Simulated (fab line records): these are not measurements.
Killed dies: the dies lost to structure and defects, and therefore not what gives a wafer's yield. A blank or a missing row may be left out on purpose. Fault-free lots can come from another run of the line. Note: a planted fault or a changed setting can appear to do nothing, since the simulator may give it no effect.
Chamber matching -- flow n5 finfet -- 4 sister chambers for N5_MOL_CONTACT_COAG_ALD_131 on ald sin-01
The step deposits SiO2, target thk 5 nm, pulse time 1 s, co reactant pulse time 1 s. 8 wafers are shown with their chamber, then 9 later ones without.

== WAFERS WITH THEIR CHAMBER ==
wafer,chamber,heater power w (W),precursor pulse height rel
L082.1,2,67,0.977
L082.5,1,53,1.009
L082.6,0,85,0.968
L083.2,1,57,1.022
L083.3,0,89,0.974
L084.4,3,98,1.013
L084.5,3,99,1.004
L084.6,2,65,0.992

== WAFERS WITH NO CHAMBER GIVEN ==
wafer,heater power w (W),precursor pulse height rel
L090.1,99,0.984
L090.2,71,1.016
L090.3,87,0.981
L094.1,72,0.995
L094.2,52,0.966
L094.5,99,1.001
L096.1,72,0.979
L096.2,98,1.030
L096.6,72,0.999

== WHICH CHAMBER EACH ONE RAN IN ==
wafer,from the rows above,in truth
L090.1,3,3
L090.2,2,2
L090.3,0,0
L094.1,2,2
L094.2,can't be placed: 1 or 2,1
L094.5,3,3
L096.1,2,2
L096.2,3,3
L096.6,2,2
Correct placement for 8 of the 9. Not placeable from these rows: 1 (in 1, the candidates include the true chamber). Wrongly placed: 0.
How it was worked out, from the rows above alone: a wafer's distance from a chamber is the root of the sum, over the readings, of the square of ((its reading less the chamber's mean) divided by the reading's scatter). The wafer belongs to the nearest chamber; if the next one is less than 2 further off, it can't be placed. For every chamber, the mean is computed from those of its wafers that are shown. How the scatter is found: for the shown wafers, subtract from each reading the mean of its chamber, square and add these, divide the total by (wafers less chambers), then take the root.
